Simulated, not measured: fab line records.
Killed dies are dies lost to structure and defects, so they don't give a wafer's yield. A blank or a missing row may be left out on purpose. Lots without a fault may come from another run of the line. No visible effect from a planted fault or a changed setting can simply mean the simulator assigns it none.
Which of the tools did it? -- flow n5_finfet -- 72 wafers from 24 lots sampled at 4 of the route's 1938 steps

WHAT THE GAUGES READ, wafer by wafer
N5_BEOL_M5_CD_MEAS_11: the cd target is 27.74 nm.
lot,measured,on,cd_nm (nm)
L074,day 8 03:13,cd_sem-01,28.26 28.14 27.84
L075,day 8 04:41,cd_sem-02,27.82 27.86 27.72
L076,day 8 12:14,cd_sem-03,27.32 27.43 27.85
L077,day 8 20:16,cd_sem-01,28.40 28.14 28.29
L078,day 9 03:30,cd_sem-03,27.85 27.89 27.72
L080,day 9 10:10,cd_sem-01,27.99 27.87 27.70
L079,day 9 13:31,cd_sem-01,28.17 28.08 27.63
L081,day 9 20:07,cd_sem-02,27.97 28.01 28.08
L082,day 9 23:31,cd_sem-01,28.25 28.04 28.04
L084,day 10 05:55,cd_sem-02,28.16 28.05 27.87
L083,day 10 12:43,cd_sem-01,28.13 27.81 27.92
L085,day 10 16:35,cd_sem-01,27.93 28.20 27.98
L086,day 11 04:28,cd_sem-03,28.04 28.11 28.02
L087,day 11 17:46,cd_sem-03,27.96 27.78 28.33
L088,day 11 21:52,cd_sem-01,27.73 28.08 27.95
L089,day 11 22:51,cd_sem-02,28.16 28.18 28.06
L090,day 11 23:25,cd_sem-01,28.13 28.31 28.24
L092,day 12 02:06,cd_sem-01,28.37 28.08 28.17
L091,day 12 06:07,cd_sem-01,28.26 27.88 28.02
L093,day 12 21:49,cd_sem-03,27.87 27.98 28.22
L094,day 13 00:43,cd_sem-03,28.06 28.13 28.30
L096,day 13 14:40,cd_sem-02,27.76 27.64 27.59
L095,day 13 22:57,cd_sem-01,28.12 28.29 28.43
L097,day 13 23:08,cd_sem-02,27.95 28.07 28.02

N5_BEOL_M5_CD_MEAS_18: pitch 56 nm, target cd 28 nm.
lot,measured,on,cd_nm (nm)
L074,day 8 03:47,cd_sem-02,28.41 28.08 28.19
L075,day 8 05:15,cd_sem-03,28.22 27.87 28.53
L076,day 8 12:50,cd_sem-03,27.86 27.97 28.07
L077,day 8 20:55,cd_sem-01,27.98 28.37 28.37
L078,day 9 04:11,cd_sem-02,28.06 28.05 28.02
L080,day 9 10:43,cd_sem-03,27.98 28.16 27.96
L079,day 9 14:22,cd_sem-01,27.96 28.20 28.12
L081,day 9 20:40,cd_sem-01,28.18 28.37 28.10
L082,day 10 00:05,cd_sem-01,27.83 28.53 27.61
L084,day 10 06:45,cd_sem-01,28.41 27.19 28.23
L083,day 10 13:16,cd_sem-01,27.88 27.87 28.39
L085,day 10 17:15,cd_sem-02,28.45 28.00 28.28
L086,day 11 05:23,cd_sem-02,28.14 28.13 27.86
L087,day 11 18:28,cd_sem-01,27.91 28.05 28.32
L088,day 11 22:27,cd_sem-03,27.86 27.59 28.00
L089,day 11 23:43,cd_sem-02,27.94 28.08 28.63
L090,day 12 00:10,cd_sem-01,27.57 27.89 28.14
L092,day 12 03:04,cd_sem-01,28.22 28.21 28.41
L091,day 12 06:55,cd_sem-02,27.94 27.81 28.11
L093,day 12 22:30,cd_sem-01,28.26 27.80 28.09
L094,day 13 01:25,cd_sem-01,28.05 27.95 28.18
L096,day 13 15:20,cd_sem-01,27.42 27.84 27.99
L095,day 13 23:31,cd_sem-02,28.05 28.02 27.93
L097,day 13 23:59,cd_sem-02,28.09 28.13 28.26

N5_BEOL_M5_OCD_MEAS_38.
lot,measured,on,trench_depth_nm (nm)
L074,day 8 06:31,ocd-01,73.0 72.2 74.3
L075,day 8 07:01,ocd-02,75.2 71.3 72.4
L076,day 8 13:43,ocd-01,71.6 71.2 73.1
L077,day 8 22:45,ocd-01,70.5 70.4 69.5
L078,day 9 05:56,ocd-02,72.3 73.6 74.5
L080,day 9 14:06,ocd-02,72.3 72.3 72.4
L079,day 9 16:19,ocd-01,71.0 71.2 71.4
L081,day 9 22:50,ocd-01,74.9 72.5 74.6
L082,day 10 01:57,ocd-02,73.2 71.5 71.7
L084,day 10 08:45,ocd-01,71.8 72.5 71.3
L083,day 10 14:16,ocd-01,71.2 69.2 68.6
L085,day 10 19:43,ocd-02,70.5 71.4 71.3
L086,day 11 06:22,ocd-01,71.3 72.0 71.1
L087,day 11 21:04,ocd-01,72.8 71.7 74.1
L088,day 11 23:21,ocd-02,72.6 70.3 70.3
L089,day 12 06:16,ocd-02,70.9 71.7 72.1
L090,day 12 02:18,ocd-02,71.7 73.7 74.1
L092,day 12 04:40,ocd-01,73.1 71.0 73.5
L091,day 12 08:07,ocd-01,72.0 70.1 71.4
L093,day 13 00:20,ocd-02,71.2 71.6 70.8
L094,day 13 02:37,ocd-01,72.3 70.9 72.9
L096,day 13 16:46,ocd-02,72.9 72.5 71.4
L095,day 14 00:35,ocd-02,71.8 70.5 70.9
L097,day 14 01:05,ocd-02,70.2 71.0 73.6

WHAT TOOL EACH LOT RAN ON (gives the tool, then ch and the chambers of the sampled wafers, and finally the start)
lot,N5_BEOL_M5_STRIP_36
L074,"rie_diel-02 ch 0,1,2, day 8 06:19"
L075,"rie_diel-02 ch 0,2,3, day 8 06:49"
L076,"rie_diel-05 ch 0,1,2, day 8 13:31"
L077,"rie_diel-01 ch 0,1,2, day 8 22:33"
L078,"rie_diel-02 ch 0,1,2, day 9 05:46"
L080,"rie_diel-02 ch 0,1,3, day 9 13:55"
L079,"rie_diel-05 ch 1,2,3, day 9 16:08"
L081,"rie_diel-02 ch 1,2, day 9 22:38"
L082,"rie_diel-02 ch 0,1,3, day 10 01:46"
L084,"rie_diel-02 ch 0,3, day 10 08:33"
L083,"rie_diel-01 ch 1,3, day 10 14:04"
L085,"rie_diel-01 ch 0,2, day 10 19:31"
L086,"rie_diel-01 ch 2,3, day 11 06:10"
L087,"rie_diel-02 ch 0,2,3, day 11 20:53"
L088,"rie_diel-05 ch 0,1,3, day 11 23:09"
L089,"rie_diel-02 ch 1,3, day 12 06:04"
L090,"rie_diel-02 ch 1,2, day 12 02:06"
L092,"rie_diel-05 ch 0,1,2, day 12 04:28"
L091,"rie_diel-01 ch 0,2,3, day 12 07:56"
L093,"rie_diel-05 ch 0,2, day 13 00:08"
L094,"rie_diel-05 ch 0,2, day 13 02:25"
L096,"rie_diel-05 ch 0,2,3, day 13 16:34"
L095,"rie_diel-02 ch 0,3, day 14 00:23"
L097,"rie_diel-02 ch 1,2,3, day 14 00:53"
- N5_BEOL_M5_STRIP_36: strips in N2/H2.

WHAT THE TOOLS THEMSELVES READ (means of the sampled wafers that have a number; where no wafer has one, the mark that the record gives instead)
N5_BEOL_M5_STRIP_36.
lot,tool,drypump_motor_current_A (A),oes_product_au (a.u.),rf_vpp_V (V),showerhead_plenum_p_Torr (Torr),throttle_valve_pct (%)
L074,rie_diel-02,6.1,0.85,59.1,2.56,23.7
L075,rie_diel-02,5.8,0.84,58.3,2.57,23.5
L076,rie_diel-05,5.8,0.87,59.9,2.58,23.5
L077,rie_diel-01,5.9,0.67,58.9,2.58,23.6
L078,rie_diel-02,6.1,0.82,59.5,2.56,23.7
L080,rie_diel-02,5.8,0.77,59.6,2.55,23.7
L079,rie_diel-05,5.8,0.80,60.7,2.59,23.5
L081,rie_diel-02,6.3,0.87,59.5,2.57,23.7
L082,rie_diel-02,5.8,0.76,58.2,2.54,23.8
L084,rie_diel-02,5.5,0.77,59.2,2.56,23.6
L083,rie_diel-01,5.9,0.71,59.6,2.48,23.7
L085,rie_diel-01,5.8,0.77,60.7,2.60,23.7
L086,rie_diel-01,5.6,0.70,56.9,2.55,24.0
L087,rie_diel-02,5.8,0.81,58.4,2.56,23.6
L088,rie_diel-05,6.0,0.79,58.9,2.58,23.5
L089,rie_diel-02,6.1,0.72,59.8,2.52,23.9
L090,rie_diel-02,6.3,0.85,58.3,2.56,23.7
L092,rie_diel-05,5.8,0.82,59.5,2.57,23.5
L091,rie_diel-01,5.9,0.78,58.8,2.55,23.7
L093,rie_diel-05,5.9,0.82,58.2,2.57,23.7
L094,rie_diel-05,5.7,0.80,59.1,2.57,23.7
L096,rie_diel-05,5.9,0.86,58.8,2.58,23.6
L095,rie_diel-02,5.6,0.72,60.1,2.54,23.6
L097,rie_diel-02,6.1,0.77,58.0,2.53,23.7

THE ANSWER, worked out from the rows above alone
Rule: what is usual is taken from the lots themselves. Put in order of their means at a reading, lots are off if they are a third of the lots or fewer, leave a main group of 4 or more, and stand apart from it by a gap of 3 or more times the standard deviation of the main group's means; of several such gaps the widest counts. The tables above print the reading to a certain number of digits; a main group whose means all agree to those digits is not used. A lot without any number at a reading at which 4 lots or more have one is off too. Any other lot the step has rows for is counted as sound. Order of review: gauges by route order, followed by the tools' own readings, for which a lot's mean as printed above is used. At the first step where some lot is off, the reading lying furthest off is the one used; lots without a number count as furthest.
No lot is off at any reading shown: from this, nothing can be told.

WHAT HAD BEEN PUT IN BY THE SIMULATOR
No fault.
